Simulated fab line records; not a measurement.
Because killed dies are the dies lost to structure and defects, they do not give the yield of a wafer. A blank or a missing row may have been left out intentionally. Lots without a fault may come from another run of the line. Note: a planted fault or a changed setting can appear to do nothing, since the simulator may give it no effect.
fab line records | flow nand_harc
record: lots: 13 wafers: 39 last_day: 24
route steps=1159 shown P_STI@87 P_GATE@129 END@1159
lots untouched by any fault: they come from a run of this same line in which no faults occurred
start_h: hours from the record's opening day to when the first of the lot's shown wafers began | wait_h: hours from the lot's prior step to this one | " same as the row above | L1.1+2: a row that stands for several wafers | - no value, or no start was given | * or withheld: withheld | < > ~ a bound
route shown NAME@n: NAME is a module with steps in the file, n the number in the route of the first one | usual: the fault-free wafers' mean and standard deviation | same: alike in all rows | chamber/n: place in a boat | sites: each site's reading | _std_site: standard deviation across them | _edge_site: mean of outer sites minus mean of inner sites | radius_mm: how far each site lies from the wafer's centre | mask NAME#n: copy n | behind: tool/chamber where the wafer was last shaped | hold: what put the lot on hold/how long, in hours/how the hold closed | device: the n, p or np transistor that did not switch | end of line: the tests these same wafers got at the end of their route | where a step has no rows: the recipe by itself | killed: the dies lost at the first sort to structure and to defects; this is not the yield of the wafer | map: a wafer's dies, x killed, . not, _ none there
set.NAME: the setting that was run; set.NAME@STEP: the one run at that earlier step | model.NAME: the simulator's own value behind a step, which no gauge read
route steps across a sampled set of lots; one table per step, one row per wafer
services: a tool's chamber out of use, with start hour (start_h, from the record's first day; less than 0 if before it), hours out, and reason
== steps ==
step: NHARC_P_STI_DESCUM_14
recipe: time_s: 3 o2_flow_sccm: 200 ar_flow_sccm: 0 bias_power_w: 0 chemistry: O2
usual: drypump_motor_current_A: 5.7/0.41 oes_product_au: 1.004/0.0074 rf_vpp_V: 57.8/0.8 showerhead_plenum_p_Torr: 1.91/0.086 throttle_valve_pct: 11.311/0.0091
columns lot.wafer tool chamber start_h wait_h drypump_motor_current_A oes_product_au rf_hours_counter_h rf_vpp_V showerhead_plenum_p_Torr throttle_valve_pct
L858.1 rie_diel-01 2 32.88 - 5.1 1.006 1.5 58.1 1.93 11.299
L858.3 " 0 " " 5.3 1.017 1.5 58.4 2.00 11.305
L858.4 " 0 " " 5.3 1.006 - 57.2 2.00 11.310
L861.1 rie_diel-01 0 55.95 - 5.3 1.014 1.9 57.7 2.00 11.315
L861.4 " 2 " " 5.0 1.008 2.0 57.3 1.93 11.317
L861.2 " 3 " " 6.1 0.999 1.9 57.5 1.80 11.310
L863.1 rie_diel-01 2 64.97 - 5.0 1.011 2.2 58.5 1.93 11.316
L863.3 " 3 " " 6.1 1.003 2.1 57.5 1.80 11.324
L863.5 " 1 " " 6.0 1.010 - 57.5 1.85 11.318
L864.4 rie_diel-08 3 71.12 - 5.4 1.012 5.7 57.4 2.05 11.298
L864.1 " 1 " " 5.6 1.002 5.7 57.3 1.88 11.300
L864.5 " 3 " " 5.5 1.000 - 58.8 2.05 11.310
L866.4 rie_diel-01 0 84.49 - 5.3 1.005 2.5 58.0 2.00 11.324
L866.1 " 1 " " 6.0 1.008 2.8 57.3 1.85 11.308
L866.2 " 2 " " 5.0 1.003 2.8 58.6 1.93 11.319
L868.3 rie_diel-01 1 96.12 - 6.0 1.008 3.1 56.2 1.85 11.307
L868.4 " 2 " " 5.0 1.011 3.1 58.1 1.93 11.320
L868.5 " 2 " " 5.0 1.007 - 58.3 1.93 11.331
L873.4 rie_diel-03 1 126.28 - 5.8 0.999 2.8 57.3 1.99 11.303
L873.5 " 0 " " 4.9 1.008 - 58.0 1.86 11.298
L873.6 " 1 " " 5.8 1.000 - 58.0 1.99 11.323
L874.4 rie_diel-01 0 131.92 - 5.3 1.025 3.8 58.5 2.00 11.308
L874.2 " 2 " " 5.0 1.011 4.2 56.9 1.93 11.310
L874.6 " 1 " " 6.0 1.003 - 57.5 1.85 11.298
L875.2 rie_diel-03 1 138.40 - 5.7 1.009 3.4 58.3 1.99 11.334
L875.1 " 3 " " 5.6 1.012 3.3 56.6 1.98 11.308
L875.6 " 1 " " 5.8 1.010 - 58.4 1.99 11.308
L876.2 rie_diel-03 2 143.41 - 5.6 0.989 3.7 57.8 1.81 11.319
L876.3 " 0 " " 4.9 1.003 3.6 56.5 1.86 11.322
L876.6 " 3 " " 5.6 1.012 - 58.0 1.98 11.319
L879.1 rie_diel-08 2 160.87 - 6.1 1.003 1.6 57.7 1.78 11.307
L879.4 " 0 " " 6.1 1.005 1.6 57.0 1.96 11.314
L879.6 " 2 " " 6.2 1.004 - 57.1 1.78 11.312
L880.4 rie_diel-08 3 169.49 - 5.5 0.994 2.9 58.4 2.05 11.287
L880.3 " 2 " " 6.2 1.002 3.1 56.7 1.78 11.310
L880.5 " 0 " " 6.1 1.002 - 58.5 1.96 11.311
L881.1 rie_diel-01 0 169.65 - 5.3 1.024 0.4 57.6 2.00 11.311
L881.2 " 2 " " 5.0 1.000 0.4 57.9 1.93 11.310
L881.5 " 0 " " 5.3 1.016 - 57.4 2.00 11.309
step: NHARC_P_STI_CD_MEAS_16
usual: cd_nm: 200.4/2.4
columns lot.wafer tool chamber start_h wait_h cd_nm
L858.1 cd_sem-02 - 33.36 - 204.3
L858.3 " - " " 198.8
L858.4 " - " " 205.2
L861.1 cd_sem-03 - 56.46 - 199.3
L861.2 " - " " 201.7
L861.4 " - " " 196.6
L863.1 cd_sem-02 - 65.39 - 203.4
L863.3 " - " " 202.1
L863.5 " - " " 204.5
L864.1 cd_sem-01 - 71.57 - 201.7
L864.4 " - " " 200.6
L864.5 " - " " 201.8
L866.1 cd_sem-03 - 84.96 - 205.4
L866.2 " - " " 204.5
L866.4 " - " " 204.6
L868.3 cd_sem-02 - 96.59 - 202.9
L868.4 " - " " 204.3
L868.5 " - " " 203.0
L873.4 cd_sem-02 - 126.72 - 199.6
L873.5 " - " " 198.1
L873.6 " - " " 200.4
L874.2 cd_sem-03 - 132.36 - 202.7
L874.4 " - " " 200.9
L874.6 " - " " 199.8
L875.1 cd_sem-03 - 138.84 - 200.1
L875.2 " - " " 199.1
L875.6 " - " " 203.0
L876.2 cd_sem-02 - 143.85 - 196.8
L876.3 " - " " 200.5
L876.6 " - " " 200.6
L879.1 cd_sem-01 - 161.31 - 197.3
L879.4 " - " " 194.8
L879.6 " - " " 198.3
L880.3 cd_sem-02 - 169.93 - 198.5
L880.4 " - " " 196.9
L880.5 " - " " 196.2
L881.1 cd_sem-01 - 170.10 - 201.5
L881.2 " - " " 197.6
L881.5 " - " " 201.5
step: NHARC_P_GATE_OXIDE_16
recipe: target_thk_a: 30 temp_c: 875 ox_time_s: 392 material: SiO2
columns lot.wafer tool chamber start_h wait_h
L858.1+3+4 furnace-07 0 71.52 -
L861.1+2+4 furnace-05 0 99.08 -
L863.1+3+5 furnace-01 0 109.89 -
L864.1+4+5 furnace-05 0 116.68 -
L866.1+2+4 furnace-01 0 127.30 -
L868.3+4+5 furnace-07 0 139.13 -
L873.4+5+6 furnace-01 0 166.60 -
L874.2+4+6 furnace-07 0 177.17 -
L875.1+2+6 furnace-07 0 177.17 -
L876.2+3+6 furnace-07 0 177.17 -
L879.1+4+6 furnace-01 0 207.76 -
L880.3+4+5 furnace-01 0 207.76 -
L881.1+2+5 furnace-01 0 207.76 -
step: NHARC_P_GATE_INSPECT_28
usual: raw_defect_count: 6.4/2.7
columns lot.wafer tool chamber start_h wait_h hold raw_defect_count
L858.1 defect_inspect-02 - 83.09 0.0 - 12
L858.3 " - " " - 10
L858.4 " - " " - 10
L861.1 defect_inspect-01 - 109.20 0.0 - 6
L861.2 " - " " - 4
L861.4 " - " " - 2
L863.1 defect_inspect-01 - 121.38 0.0 - 6
L863.3 " - " " - 7
L863.5 " - " " - 7
L864.1 defect_inspect-02 - 126.96 0.0 - 6
L864.4 " - " " - 6
L864.5 " - " " - 7
L866.1 defect_inspect-02 - 140.63 0.0 - 1
L866.2 " - " " - 8
L866.4 " - " " - 7
L868.3 defect_inspect-01 - 149.45 0.0 - 6
L868.4 " - " " - 6
L868.5 " - " " - 15
L873.4 defect_inspect-01 - 178.76 0.0 - 9
L873.5 " - " " - 8
L873.6 " - " " - 11
L874.2 defect_inspect-01 - 189.42 0.0 await_dispo/0.2h/release 1271
L874.4 " - " " await_dispo/0.2h/release 1308
L874.6 " - " " await_dispo/0.2h/release 1278
L874.2 defect_inspect-01 - 189.59 0.2 - 1271
L874.4 " - " " - 1331
L874.6 " - " " - 1284
L876.2 defect_inspect-02 - 190.10 0.0 await_dispo/0.2h/release 1342
L876.3 " - " " await_dispo/0.2h/release 1322
L876.6 " - " " await_dispo/0.2h/release 1298
L876.2 defect_inspect-02 - 190.27 0.2 - 1350
L876.3 " - " " - 1333
L876.6 " - " " - 1322
L875.1 defect_inspect-01 - 190.58 0.0 await_dispo/0.2h/release 1285
L875.2 " - " " await_dispo/0.2h/release 1214
L875.6 " - " " await_dispo/0.2h/release 1233
L875.1 defect_inspect-01 - 190.75 0.2 - 1297
L875.2 " - " " - 1213
L875.6 " - " " - 1238
L879.1 defect_inspect-02 - 218.12 0.0 - 8
L879.4 " - " " - 3
L879.6 " - " " - 9
L881.1 defect_inspect-01 - 218.27 0.0 - 6
L881.2 " - " " - 5
L881.5 " - " " - 3
L880.3 defect_inspect-01 - 218.64 0.0 - 10
L880.4 " - " " - 3
L880.5 " - " " - 6
step: NHARC_P_GATE_STRIP_101
recipe: time_s: 20 o2_flow_sccm: 500 ar_flow_sccm: 0 bias_w: 0 chemistry: O2
usual: drypump_motor_current_A: 5.9/0.43 oes_product_au: 1.000/0.0091 rf_vpp_V: 57.6/0.96 showerhead_plenum_p_Torr: 3.50/0.15 throttle_valve_pct: 17.036/0.0097
same: bias_w: 0
columns lot.wafer tool chamber start_h wait_h drypump_motor_current_A oes_product_au rf_hours_counter_h rf_vpp_V showerhead_plenum_p_Torr throttle_valve_pct
L858.4 rie_diel-05 2 94.04 0.1 6.6 1.009 19 57.8 3.39 17.035
L858.1 " 0 " " 5.9 0.997 19 55.2 3.34 17.031
L858.3 " 1 " " 5.2 0.994 18 56.7 3.35 17.034
L861.2 rie_diel-05 0 120.28 0.1 5.8 1.001 24 56.8 3.34 17.034
L861.1 " 2 " " 6.6 1.000 23 58.5 3.39 17.017
L861.4 " 2 " " 6.7 0.992 - 57.6 3.39 17.033
L863.1 rie_diel-02 2 132.50 0.2 5.4 1.006 55 58.3 3.71 17.020
L863.3 " 0 " " 6.4 1.010 57 57.3 3.34 17.047
L863.5 " 2 " " 5.4 0.989 - 57.4 3.71 17.042
L864.1 rie_diel-02 1 138.39 0.1 6.0 1.003 58 59.0 3.56 17.049
L864.4 " 3 " " 5.9 0.999 52 59.7 3.63 17.038
L864.5 " 0 " " 6.4 1.005 - 57.6 3.34 17.033
L866.2 rie_diel-13 1 152.50 0.1 5.6 1.023 17 58.1 3.57 17.019
L866.1 " 2 " " 5.7 0.997 18 58.5 3.42 17.023
L866.4 " 3 " " 5.7 0.999 19 58.4 3.61 17.007
L868.3 rie_diel-05 2 160.85 0.1 6.7 1.002 33 57.5 3.38 17.037
L868.4 " 3 " " 5.7 0.990 - 58.1 3.69 17.046
L868.5 " 0 " " 5.9 0.992 - 58.0 3.33 17.049
L873.4 rie_diel-05 0 190.07 0.1 5.9 1.004 4 57.1 3.33 17.045
L873.6 " 1 " " 5.2 0.996 - 56.9 3.34 17.037
L873.5 " 2 " " 6.7 1.005 - 57.6 3.38 17.044
L881.1 rie_diel-02 0 229.19 0.1 6.4 1.010 22 58.1 3.33 17.042
L881.2 " 1 " " 6.0 1.001 26 56.2 3.54 17.037
L881.5 " 3 " " 5.9 1.000 - 58.6 3.62 17.035
L879.1 rie_diel-02 2 229.21 0.1 5.5 1.010 16 56.5 3.70 17.031
L879.4 " 0 " " 6.4 1.008 22 55.5 3.33 17.045
L879.6 " 1 " " 5.9 0.997 - 57.7 3.54 17.048
L880.3 rie_diel-05 0 229.66 0.1 5.9 1.004 12 55.1 3.33 17.035
L880.4 " 1 " " 5.2 0.995 12 56.3 3.34 17.035
L880.5 " 0 " " 5.9 1.009 - 58.6 3.33 17.035
step: NHARC_END_SORT_01
recipe: temp_c: 25
usual: defect_limited_yield: 95.4/1.7 killed_at_array: 27/11 killed_at_other: 0.6/0.89 killed_at_periphery: 3.0/2.4 killed_dies: 31/12 killed_open: 3.2/1.6 killed_short: 2.0/1.5 sort_bin_2_pct: 1.5/0.69 sort_bin_3_pct: 0.23/0.22 sort_bin_4_pct: 2.9/1.1 sort_n_pass: 646/12 sort_rim_yield_pct: 94/3.3 sort_yield_pct: 95.4/1.7
same: gross_dies: 677 sort_bin_5_pct[%]: 0 sort_bin_6_pct[%]: 0 sort_bin_7_pct[%]: 0 sort_bin_8_pct[%]: 0 sort_rim_n_gross: 106.00
columns lot.wafer tool chamber start_h wait_h defect_limited_yield[%] killed_at_array killed_at_other killed_at_periphery killed_dies killed_open killed_short sort_bin_2_pct[%] sort_bin_3_pct[%] sort_bin_4_pct[%] sort_n_pass sort_rim_yield_pct[%] sort_yield_pct[%]
L866.1 prober-01 0 489.95 2.5 97.3 15 1 2 18 2 2 0.9 0 1.8 659 97 97.3
L866.2 prober-01 0 490.74 2.8 96.9 16 0 5 21 3 3 1.2 0.15 1.8 656 93 96.9
L866.4 prober-01 0 492.32 3.4 97.8 12 1 2 15 4 1 0.6 0 1.6 662 97 97.8
L879.1 prober-01 0 563.51 2.5 95.3 26 1 5 32 2 2 2.4 0.59 1.8 645 90 95.3
L879.4 prober-01 0 565.91 3.4 93.5 36 0 8 44 3 0 1.8 0.30 4.4 633 86 93.5
L879.6 prober-01 0 567.52 4.0 94.1 35 2 3 40 1 2 2.1 0.44 3.4 637 90 94.1
killed by level:class
L866.1 A_CHANNEL_HOLE_D1:chamber_film_flake=6 A_STAIRCASE:chamber_film_flake=2 A_CONTACT:chamber_film_flake=2 P_CONTACT:geometric_particle:open=1 A_CHANNEL_FILL_D1:geometric_particle:short=1 A_CONTACT:geometric_particle:open=1 A_M0:geometric_particle:short=1 P_STI:chamber_film_flake=1
L866.2 A_CHANNEL_HOLE_D1:chamber_film_flake=6 A_STAIRCASE:chamber_film_flake=6 P_CONTACT:geometric_particle:open=2 P_M0:geometric_particle:short=1 P_M1:geometric_particle:open=1 A_CONTACT:geometric_particle:short=1 A_BLC:geometric_particle:short=1 P_STI:chamber_film_flake=1
L866.4 A_STAIRCASE:chamber_film_flake=4 A_BLC:geometric_particle:open=2 A_CHANNEL_HOLE_D1:chamber_film_flake=2 P_CONTACT:geometric_particle:open=1 A_CONTACT:geometric_particle:open=1 A_M0:geometric_particle:short=1 P_ZERO_WELL:chamber_film_flake=1 A_WL_FILL:chamber_film_flake=1
L879.1 A_SLIT:chamber_film_flake=13 A_CHANNEL_HOLE_D1:chamber_film_flake=5 A_CHANNEL_FILL_D1:chamber_film_flake=3 P_CONTACT:chamber_film_flake=2 P_GATE:geometric_particle:open=1 P_GATE:geometric_particle:short=1 A_CHANNEL_FILL_D1:geometric_particle:open=1 A_M1:geometric_particle:short=1
L879.4 A_CHANNEL_HOLE_D1:chamber_film_flake=14 A_SLIT:chamber_film_flake=13 P_CONTACT:chamber_film_flake=4 A_CONTACT:chamber_film_flake=4 A_STAIRCASE:chamber_film_flake=3 P_GATE:chamber_film_flake=2 P_CONTACT:geometric_particle:open=1 P_M1:geometric_particle:open=1
L879.6 A_SLIT:chamber_film_flake=15 A_CHANNEL_HOLE_D1:chamber_film_flake=12 A_STAIRCASE:chamber_film_flake=3 A_CONTACT:chamber_film_flake=2 THIN_TSV:chamber_film_flake=2 P_M1:geometric_particle:open=1 A_SOURCE_PLATE:geometric_particle:short=1 A_STAIRCASE:geometric_particle:short=1
== services ==
columns tool chamber start_h hours kind
rie_diel-05 1 11.87 3.4 repair
rie_diel-01 1 30.88 2.6 repair
rie_diel-02 3 31.15 6.6 repair
rie_diel-03 3 34.93 4.0 repair
rie_diel-03 - 38.30 9.0 pm
rie_diel-01 0 41.69 5.8 repair
rie_diel-01 0 74.46 2.4 repair
rie_diel-08 2 75.36 3.9 repair
rie_diel-08 2 82.40 3.6 repair
rie_diel-08 1 84.88 2.6 repair
rie_diel-08 0 90.01 22.7 repair
furnace-07 - 96.28 15.6 repair
rie_diel-03 3 100.17 8.3 repair
rie_diel-05 1 112.26 52.3 repair
rie_diel-02 3 120.17 5.6 repair
rie_diel-01 - 137.80 9.0 pm
rie_diel-02 - 150.78 9.0 pm
rie_diel-01 3 155.04 10.5 repair
rie_diel-05 - 160.11 0.2 repair
rie_diel-05 - 163.60 9.0 pm
rie_diel-02 0 166.70 11.0 repair
rie_diel-02 2 178.96 18.6 repair
rie_diel-05 2 214.35 2.3 repair
rie_diel-05 2 226.33 2.6 repair
== key ==
first_sign: step: NHARC_P_GATE_INSPECT_28 reading: visit direction: added
effect: step: NHARC_P_GATE_INSPECT_28 reading: raw_defect_count direction: up sigmas: 99+ usual: 6.4 struck: 1283.4
met_at NHARC_P_GATE_OXIDE_16
struck_lots L874,L875,L876
scrapped_behind NHARC_P_GATE_INSPECT_28 L874.2,L874.4,L874.6,L875.1,L875.2,L875.6,L876.2,L876.3,L876.6
not_acting_at NHARC_P_STI_DESCUM_14,NHARC_P_STI_CD_MEAS_16,NHARC_P_GATE_STRIP_101
onset_between 139.13 177.17
fault: kind: chamber_particle_source tool: furnace-07 chamber: - onset_h: 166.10 steps: NHARC_P_GATE_OXIDE_16 rate_per_visit_cm2: 2.0096 end_h: 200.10
